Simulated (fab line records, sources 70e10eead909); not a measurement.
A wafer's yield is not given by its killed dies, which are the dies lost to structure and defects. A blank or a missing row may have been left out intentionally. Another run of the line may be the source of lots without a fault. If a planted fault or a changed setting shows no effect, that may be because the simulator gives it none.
fab line records	flow nand-harc
[record] lots = 11	wafers = 33	last-day = 33
route steps=1302 shown P_ZERO_WELL@44 P_STI@90 END@1302
lots with no fault: from the same line, run without faults
start-h: hours from the record's first day to the start of the lot's first wafer shown	wait-h: hours since the lot's step before	" the same as in the row above	L1.1+2: a row that stands for several wafers	- either no value or no given start	* or withheld: withheld	< > ~ a bound
route shown NAME@n: NAME is a module with steps in the file, n the number in the route of the first one	usual: mean/standard deviation of fault-free wafers	same: alike in all rows	chamber/n: place in a boat	sites: each site's reading	_std_site: the values' standard deviation	_edge_site: inner sites' mean taken away from outer sites' mean	radius-mm: for every site, how far away it sits from the centre of the wafer	mask NAME#n: copy n	behind: the last tool/chamber to shape the wafer	hold: reason for holding the lot/hours on hold/outcome of the hold	device: names the non-switching transistor (n, p or np)	end of line: at the end of the route, the tests of the same wafers	for a step that has no rows: nothing shown but its recipe	killed: dies that structure and defects cost at the first sort, which is not the same as the wafer's yield	map: a wafer's dies, marking killed ones x, the rest . and places with no die _
set.NAME: the run value of the setting; set.NAME@STEP: its run value at that earlier step	model.NAME: the simulator's own value behind a step, which no gauge read
steps of the route over a sample of lots; a table a step, a row a wafer
services: the hour from which a tool's chamber was out of use, counted from the record's first day as start-h (under 0 if before that day), plus the number of hours and why
[[steps]]
[step NHARC_P_ZERO_WELL_CD_MEAS_37]
[recipe] target-cd-nm = 720	landing-energy-ev = 500
[usual] cd-nm = 720.4/1.4
lot.wafer	tool	chamber	start-h	wait-h	cd-nm
L176.3	cd-sem-02	0	24.37	-	720.4
L176.4	"	0	"	"	720.0
L176.6	"	0	"	"	719.8
L177.3	cd-sem-03	0	34.39	-	721.4
L177.4	"	0	"	"	719.8
L177.5	"	0	"	"	718.6
L181.1	cd-sem-02	0	74.09	-	719.6
L181.3	"	0	"	"	719.3
L181.5	"	0	"	"	720.0
L186.1	cd-sem-03	0	124.14	-	718.3
L186.5	"	0	"	"	718.6
L186.6	"	0	"	"	720.4
L187.1	cd-sem-02	0	134.13	-	718.9
L187.3	"	0	"	"	721.1
L187.5	"	0	"	"	720.4
L188.3	cd-sem-02	0	144.27	-	721.7
L188.4	"	0	"	"	719.8
L188.6	"	0	"	"	720.6
L193.2	cd-sem-02	0	194.18	-	718.9
L193.3	"	0	"	"	719.1
L193.5	"	0	"	"	721.9
L196.1	cd-sem-02	0	224.17	-	716.9
L196.3	"	0	"	"	720.4
L196.4	"	0	"	"	720.5
L197.1	cd-sem-03	0	234.61	-	718.9
L197.2	"	0	"	"	720.5
L197.6	"	0	"	"	721.2
L198.2	cd-sem-02	0	244.24	-	720.2
L198.5	"	0	"	"	721.1
L198.6	"	0	"	"	718.5
L199.1	cd-sem-03	0	254.09	-	717.7
L199.2	"	0	"	"	719.3
L199.5	"	0	"	"	719.1
[step NHARC_P_ZERO_WELL_DESCUM_54]
[recipe] time-s = 3	o2-flow-sccm = 200	ar-flow-sccm = 0	bias-power-w = 0	chemistry = O2
[usual] drypump-motor-current-A = 5.6/0.32	oes-product-au = 1.000/0.0076	rf-vpp-V = 57.9/0.97	showerhead-plenum-p-Torr = 1.95/0.079	throttle-valve-pct = 11.311/0.009
[same] bias-power-w = 0
lot.wafer	tool	chamber	start-h	wait-h	drypump-motor-current-A	oes-product-au	rf-hours-counter-h	rf-vpp-V	showerhead-plenum-p-Torr	throttle-valve-pct
L176.3	rie-diel-04	2	26.16	-	5.8	1.002	4	58.6	2.08	11.319
L176.4	"	3	"	"	5.3	1.008	4	58.7	2.01	11.315
L176.6	"	3	"	"	5.3	0.990	-	59.9	2.01	11.303
L177.4	rie-diel-07	1	36.18	-	5.5	0.995	26	56.6	1.91	11.310
L177.3	"	3	"	"	6.0	0.996	26	58.0	1.99	11.317
L177.5	"	2	"	"	5.6	1.001	-	56.5	1.94	11.308
L181.3	rie-diel-04	3	75.77	-	5.3	0.999	17	58.5	2.00	11.310
L181.1	"	0	"	"	5.8	1.008	18	57.8	1.95	11.302
L181.5	"	3	"	"	5.3	1.009	-	57.3	2.00	11.316
L186.1	rie-diel-08	0	126.03	-	5.3	1.005	38	58.7	2.06	11.312
L186.5	"	1	"	"	6.0	0.998	-	57.5	1.80	11.317
L186.6	"	2	"	"	5.4	1.008	-	60.2	1.86	11.299
L187.3	rie-diel-07	2	135.80	-	5.6	0.992	2	57.6	1.93	11.326
L187.1	"	1	"	"	5.5	0.998	2	56.9	1.90	11.316
L187.5	"	2	"	"	5.6	0.994	-	55.6	1.93	11.307
L188.3	rie-diel-04	3	145.93	-	5.3	1.009	36	59.7	2.00	11.310
L188.4	"	2	"	"	5.8	0.992	31	58.8	2.07	11.310
L188.6	"	3	"	"	5.3	0.997	-	57.0	2.00	11.323
L193.3	rie-diel-04	3	195.85	-	5.3	0.996	1	57.5	1.99	11.320
L193.2	"	1	"	"	4.8	0.999	1	58.1	1.84	11.312
L193.5	"	3	"	"	5.3	1.009	-	58.7	1.99	11.313
L196.3	rie-diel-07	0	226.03	-	5.8	1.003	32	58.6	2.01	11.300
L196.1	"	1	"	"	5.5	0.992	31	58.3	1.90	11.321
L196.4	"	3	"	"	6.0	0.996	31	58.3	1.97	11.318
L197.2	rie-diel-07	1	236.29	-	5.5	0.997	36	59.3	1.89	11.308
L197.1	"	2	"	"	5.6	0.990	37	57.7	1.92	11.318
L197.6	"	2	"	"	5.6	1.003	-	58.2	1.92	11.315
L198.2	rie-diel-07	1	246.05	-	5.5	1.003	37	57.6	1.89	11.321
L198.6	"	0	"	"	5.8	1.009	-	58.1	2.01	11.313
L198.5	"	1	"	"	5.5	1.004	-	57.3	1.89	11.307
L199.2	rie-diel-07	0	255.78	-	5.8	1.019	40	57.6	2.01	11.332
L199.1	"	2	"	"	5.6	0.993	41	58.5	1.92	11.323
L199.5	"	0	"	"	5.8	1.004	-	57.2	2.01	11.311
[step NHARC_P_STI_ETCH_15]
[recipe] target-depth-a = 3000	taper-deg = 4	time-s = 100.1	hbr-flow-sccm = 150	cl2-flow-sccm = 50	rf-w = 400	icp-w = 400	bias-w = 100	chemistry = HBr/Cl2
[usual] bias-w = 100.0/0.35	chamber-pressure-mTorr = 15.000/0.014	drypump-motor-current-A = 5.9/0.46	he-backside-leak-sccm = 2.59/0.21	oes-product-au = 0.999/0.0076	rf-fwd-power-W = 397.4/1.3	throttle-valve-pct = 26.405/0.0089
lot.wafer	tool	chamber	start-h	wait-h	bias-w	chamber-pressure-mTorr	drypump-motor-current-A	he-backside-leak-sccm	oes-product-au	rf-fwd-power-W	rf-hours-counter-h	throttle-valve-pct
L176.4	rie-si-02	3	44.43	-	100.7	14.993	5.5	2.59	1.023	398.5	0.9	26.391
L176.3	"	2	"	"	100.0	14.991	5.1	2.33	0.989	398.1	0.9	26.401
L176.6	"	3	"	"	101.2	15.000	5.5	2.49	1.015	398.9	-	26.416
L177.3	rie-si-05	2	55.78	-	100.2	15.008	5.9	2.41	0.988	395.2	0.6	26.415
L177.4	"	1	"	"	100.3	14.998	5.9	2.40	0.991	396.6	0.5	26.406
L177.5	"	2	"	"	99.8	15.000	6.0	2.32	0.991	393.6	-	26.402
L181.1	rie-si-02	0	94.30	-	99.9	15.002	6.2	2.76	0.993	398.1	1.1	26.406
L181.3	"	3	"	"	99.9	14.998	5.5	2.53	1.005	398.5	1.3	26.393
L181.5	"	3	"	"	100.1	15.009	5.5	2.55	1.007	399.0	-	26.409
L186.1	rie-si-02	1	144.45	-	-	-	-	-	-	-	-	-
L186.6	"	1	"	"	-	-	-	-	-	-	-	-
L186.5	"	2	"	"	-	-	-	-	-	-	-	-
L187.1	rie-si-04	0	155.98	-	-	-	-	-	-	-	-	-
L187.3	"	1	"	"	-	-	-	-	-	-	-	-
L187.5	"	3	"	"	-	-	-	-	-	-	-	-
L188.3	rie-si-04	1	164.03	-	100.4	14.990	6.4	2.34	1.012	397.6	0.9	26.387
L188.4	"	3	"	"	99.8	15.024	5.7	2.36	1.000	396.1	0.9	26.416
L188.6	"	0	"	"	99.5	15.009	6.6	2.45	0.989	398.1	-	26.409
L193.3	rie-si-02	1	213.13	-	100.6	14.994	5.8	2.49	0.998	398.2	0.6	26.416
L193.2	"	2	"	"	100.1	15.016	5.1	2.86	0.994	395.4	1.0	26.417
L193.5	"	3	"	"	100.1	15.009	5.5	2.49	0.997	398.3	-	26.390
L196.3	rie-si-04	3	243.56	-	99.2	15.013	5.7	2.49	1.001	396.5	0.3	26.401
L196.4	"	0	"	"	100.6	15.013	6.6	2.66	1.010	396.7	0.4	26.393
L196.1	"	1	"	"	99.8	14.988	6.4	2.30	1.001	396.0	0.3	26.396
L197.1	rie-si-02	3	253.50	-	99.5	14.983	5.5	2.41	1.011	397.2	1.2	26.394
L197.2	"	0	"	"	99.9	15.005	6.3	2.82	1.007	400.0	1.1	26.415
L197.6	"	1	"	"	100.3	14.998	5.8	2.31	1.008	398.2	-	26.412
L198.2	rie-si-05	0	262.64	-	99.7	14.995	5.3	3.31	0.996	396.9	0.7	26.424
L198.5	"	2	"	"	100.0	15.011	6.0	2.31	0.992	397.7	-	26.405
L198.6	"	3	"	"	99.8	14.986	5.6	2.83	1.001	396.4	-	26.409
L199.1	rie-si-04	0	273.08	-	99.8	14.979	6.6	2.50	0.996	397.6	0.6	26.401
L199.2	"	2	"	"	99.8	15.010	6.1	2.72	0.997	397.3	0.4	26.388
L199.5	"	1	"	"	99.6	14.998	6.4	2.41	1.005	397.2	-	26.417
[step NHARC_P_STI_OCD_MEAS_17]
[usual] trench-depth-nm = 300/3.2	trench-foot-cd-nm = 158.1/2.3
lot.wafer	tool	chamber	start-h	wait-h	trench-depth-nm	trench-foot-cd-nm
L176.3	ocd-02	-	44.69	0.1	301	155.1
L176.4	"	-	"	"	310	154.1
L176.6	"	-	"	"	310	155.1
L177.3	ocd-02	-	56.03	0.1	297	160.4
L177.4	"	-	"	"	299	159.8
L177.5	"	-	"	"	298	159.5
L181.1	ocd-02	-	94.58	0.1	296	158.9
L181.3	"	-	"	"	304	158.2
L181.5	"	-	"	"	305	155.7
L186.1	ocd-02	-	144.69	0.1	0	-
L186.5	"	-	"	"	0	-
L186.6	"	-	"	"	0	-
L187.1	ocd-01	-	156.22	0.1	0	-
L187.3	"	-	"	"	0	-
L187.5	"	-	"	"	0	-
L188.3	ocd-02	-	164.27	0.1	304	158.4
L188.4	"	-	"	"	300	154.7
L188.6	"	-	"	"	298	161.0
L193.2	ocd-02	-	213.35	0.1	298	161.7
L193.3	"	-	"	"	300	160.5
L193.5	"	-	"	"	299	161.0
L196.1	ocd-01	-	243.81	0.1	300	156.7
L196.3	"	-	"	"	298	156.5
L196.4	"	-	"	"	304	155.9
L197.1	ocd-02	-	253.72	0.1	304	157.7
L197.2	"	-	"	"	305	154.8
L197.6	"	-	"	"	302	156.9
L198.2	ocd-01	-	262.86	0.1	294	159.1
L198.5	"	-	"	"	299	157.2
L198.6	"	-	"	"	300	158.9
L199.1	ocd-02	-	273.33	0.1	297	158.0
L199.2	"	-	"	"	303	157.7
L199.5	"	-	"	"	301	158.7
[step NHARC_P_STI_OCD_MEAS_43]
[usual] trench-depth-nm = 300/3.2	trench-foot-cd-nm = 158.0/2.3
lot.wafer	tool	chamber	start-h	wait-h	trench-depth-nm	trench-foot-cd-nm
L176.3	ocd-01	-	45.19	-	301	154.9
L176.4	"	-	"	"	309	154.7
L176.6	"	-	"	"	310	154.7
L177.3	ocd-01	-	56.54	-	297	160.5
L177.4	"	-	"	"	299	160.2
L177.5	"	-	"	"	298	158.9
L181.1	ocd-01	-	95.09	-	296	158.3
L181.3	"	-	"	"	304	158.2
L181.5	"	-	"	"	305	156.4
L186.1	ocd-01	-	145.20	-	0	-
L186.5	"	-	"	"	0	-
L186.6	"	-	"	"	1	-
L187.1	ocd-02	-	156.73	-	0	-
L187.3	"	-	"	"	0	-
L187.5	"	-	"	"	0	-
L188.3	ocd-01	-	164.79	-	304	158.9
L188.4	"	-	"	"	300	155.1
L188.6	"	-	"	"	298	160.3
L193.2	ocd-01	-	213.85	-	299	162.2
L193.3	"	-	"	"	299	160.6
L193.5	"	-	"	"	298	161.6
L196.1	ocd-02	-	244.32	-	300	157.2
L196.3	"	-	"	"	298	156.4
L196.4	"	-	"	"	303	155.4
L197.1	ocd-01	-	254.23	-	303	158.1
L197.2	"	-	"	"	305	155.3
L197.6	"	-	"	"	303	156.8
L198.2	ocd-02	-	263.37	-	295	158.8
L198.5	"	-	"	"	300	157.4
L198.6	"	-	"	"	300	158.4
L199.1	ocd-01	-	273.84	-	297	157.5
L199.2	"	-	"	"	302	156.9
L199.5	"	-	"	"	301	158.5
[step NHARC_P_STI_CMP_21]
[recipe] t-overpolish-s = 20	target-thk-nm = 380.67
[usual] motor-current-A = 12.3/0.77	overpolish-run-s = 20.000/0.0095	slurry-filter-dp-kPa = 13.49/0.14
lot.wafer	tool	chamber	start-h	wait-h	motor-current-A	overpolish-run-s	slurry-filter-dp-kPa
L176.4	cmp-04	2	62.75	0.4	11.7	20.007	13.42
L176.3	"	1	"	"	12.1	20.006	13.72
L176.6	"	2	"	"	10.9	20.010	13.67
L177.3	cmp-02	1	75.65	0.4	10.8	19.993	13.32
L177.4	"	2	"	"	11.7	19.992	13.71
L177.5	"	2	"	"	12.0	19.991	13.52
L181.1	cmp-03	3	111.25	0.4	11.4	19.996	13.71
L181.3	"	1	"	"	13.5	20.013	13.78
L181.5	"	2	"	"	12.8	19.993	13.26
L186.1	cmp-02	2	163.32	0.4	11.6	20.004	13.62
L186.6	"	0	"	"	12.9	19.985	13.36
L186.5	"	1	"	"	11.6	19.999	13.48
L187.3	cmp-04	3	173.74	0.4	13.3	20.011	13.53
L187.1	"	2	"	"	11.4	19.995	13.66
L187.5	"	0	"	"	11.4	20.008	13.53
L188.3	cmp-02	2	181.15	0.4	11.3	19.990	13.61
L188.4	"	3	"	"	12.8	20.003	13.37
L188.6	"	1	"	"	11.2	20.011	13.35
L193.3	cmp-02	3	237.41	0.4	13.2	19.980	13.41
L193.2	"	0	"	"	12.4	19.996	13.65
L193.5	"	0	"	"	13.3	20.008	13.54
L196.3	cmp-04	0	260.51	0.4	11.2	19.991	13.46
L196.4	"	1	"	"	12.0	20.013	13.62
L196.1	"	2	"	"	11.5	19.999	13.30
L197.1	cmp-03	0	273.87	0.4	12.7	19.997	13.23
L197.2	"	1	"	"	13.7	20.006	13.57
L197.6	"	1	"	"	13.8	20.013	13.42
L198.2	cmp-02	2	282.72	0.4	11.7	20.001	13.43
L198.6	"	0	"	"	12.8	19.997	13.29
L198.5	"	1	"	"	12.5	20.013	13.43
L199.2	cmp-03	2	292.03	0.4	12.4	20.003	13.64
L199.1	"	0	"	"	12.9	20.014	13.55
L199.5	"	1	"	"	13.5	20.007	13.56
[step NHARC_END_SORT_01]
[recipe] temp-c = 25
[usual] killed-at-array = 60/21	killed-at-other = 1.0/1.2	killed-at-periphery = 4.2/2.8	killed-dies = 65/20	killed-open = 3.1/1.8	killed-short = 2.6/1.6
[same] gross-dies = 677
lot.wafer	tool	chamber	start-h	wait-h	killed-at-array	killed-at-other	killed-at-periphery	killed-dies	killed-open	killed-short
L186.1	prober-02	0	648.58	2.5	46	1	630	677	1	2
L186.5	prober-02	0	651.81	3.7	62	1	614	677	3	5
L186.6	prober-02	0	652.62	4.0	62	2	613	677	5	2
L187.1	prober-02	0	662.71	2.5	38	1	638	677	3	5
L187.3	prober-02	0	664.29	3.1	35	4	638	677	5	0
L187.5	prober-02	0	665.87	3.7	41	1	635	677	3	5
// killed by level:class
L186.1 P_STI:area-etch=627 A_SLIT:chamber-film-flake=27 A_CHANNEL_HOLE_D2:chamber-film-flake=6 A_CHANNEL_HOLE_D1:chamber-film-flake=5 A_CONTACT:chamber-film-flake=4 A_CHANNEL_FILL_D2:chamber-film-flake=2 P_M0:geometric-particle:short=1 A_SOURCE_PLATE:geometric-particle:short=1
L186.5 P_STI:area-etch=612 A_CHANNEL_HOLE_D2:chamber-film-flake=19 A_SLIT:chamber-film-flake=14 A_CHANNEL_HOLE_D1:chamber-film-flake=7 A_STAIRCASE:chamber-film-flake=7 A_CHANNEL_FILL_D2:chamber-film-flake=5 A_CONTACT:chamber-film-flake=3 A_WL_FILL:geometric-particle:short=2
L186.6 P_STI:area-etch=611 A_SLIT:chamber-film-flake=37 A_CHANNEL_HOLE_D2:chamber-film-flake=7 A_CONTACT:chamber-film-flake=5 A_STAIRCASE:chamber-film-flake=3 P_M0:geometric-particle:open=2 A_DECK1_JOINT:chamber-film-flake=2 A_CHANNEL_FILL_D2:chamber-film-flake=2
L187.1 P_STI:area-etch=631 A_SLIT:chamber-film-flake=12 A_CHANNEL_HOLE_D1:chamber-film-flake=10 A_STAIRCASE:chamber-film-flake=5 A_DECK1_JOINT:geometric-particle:short=2 A_WL_FILL:geometric-particle:short=2 P_BONDPAD:chamber-film-flake=2 A_CONTACT:chamber-film-flake=2
L187.3 P_STI:area-etch=629 A_SLIT:chamber-film-flake=16 A_CHANNEL_HOLE_D1:chamber-film-flake=6 A_STAIRCASE:chamber-film-flake=5 P_BONDPAD:chamber-film-flake=3 THIN_TSV:chamber-film-flake=3 P_CONTACT:geometric-particle:open=2 P_ZERO_WELL:chamber-film-flake=2
L187.5 P_STI:area-etch=624 A_SLIT:chamber-film-flake=17 A_CHANNEL_HOLE_D1:chamber-film-flake=8 A_STAIRCASE:chamber-film-flake=4 A_CONTACT:chamber-film-flake=4 P_CONTACT:geometric-particle:short=3 P_GATE:chamber-film-flake=2 A_ZERO_WELL:chamber-film-flake=2
[[services]]
tool	chamber	start-h	hours	kind
cmp-02	-	15.81	1.8	repair
rie-si-04	-	17.84	9.0	pm
cmp-02	-	36.58	4.0	pm
cmp-02	-	55.50	0.5	repair
cmp-02	-	57.05	1.2	repair
rie-diel-07	0	57.62	7.4	repair
cmp-02	-	60.58	2.1	repair
rie-si-02	1	65.34	68.3	repair
rie-si-04	2	87.16	12.4	repair
rie-diel-04	2	92.89	18.3	repair
rie-diel-04	1	93.89	7.1	repair
rie-diel-07	1	93.96	6.0	repair
rie-diel-04	3	95.78	7.0	repair
rie-si-02	-	100.00	9.0	pm
rie-diel-07	3	113.06	3.9	repair
rie-diel-07	-	117.56	9.0	pm
cmp-02	-	134.58	4.0	pm
cmp-02	-	163.65	1.8	repair
rie-si-02	0	179.38	6.1	repair
rie-si-02	1	188.78	6.7	repair
rie-diel-07	1	189.88	3.8	repair
cmp-02	-	232.58	4.0	pm
rie-diel-07	3	261.24	14.4	repair
rie-si-02	-	277.00	9.0	pm
[[key]]
[first-sign] step = NHARC_P_STI_ETCH_15	reading = tool-record	direction = missing
[effect] step = NHARC_P_STI_OCD_MEAS_17	reading = trench-depth-nm	direction = down	sigmas = 92	usual = 300	struck = 0
[effect] step = NHARC_P_STI_OCD_MEAS_43	reading = trench-depth-nm	direction = down	sigmas = 94	usual = 300	struck = 0
[effect] step = NHARC_END_SORT_01	reading = killed-at-periphery	direction = up	sigmas = 99+	usual = 4.2	struck = 628
[more-kills-born-at] NHARC_P_STI_ETCH_15@rie-si-04 = 1884	NHARC_P_STI_ETCH_15@rie-si-02 = 1849
met-at NHARC_P_STI_ETCH_15
struck-lots L186,L187
later-rows-left-out L186.1,L186.5,L186.6,L187.1,L187.3,L187.5
tester-left-out L186,L187
not-acting-at NHARC_P_ZERO_WELL_CD_MEAS_37,NHARC_P_ZERO_WELL_DESCUM_54,NHARC_P_STI_CMP_21
onset-between 94.30 144.45
[fault] kind = skipped-step-whole	tool = rie-si-02,rie-si-04	chamber = -	onset-h = 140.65	steps = NHARC_P_STI_ETCH_15	scope = struck-lots-only
// tester-left-out: of these lots the tester's yield and bins aren't shown, on N5 and GAA mostly nor the transistor test; their killed dies are dies lost to structure and defects alone, not to doping, threshold or leakage, so they don't give the yield
// later-rows-left-out: the simulator's readings of these wafers behind a module that went badly wrong aren't trusted and aren't shown, but for the sort
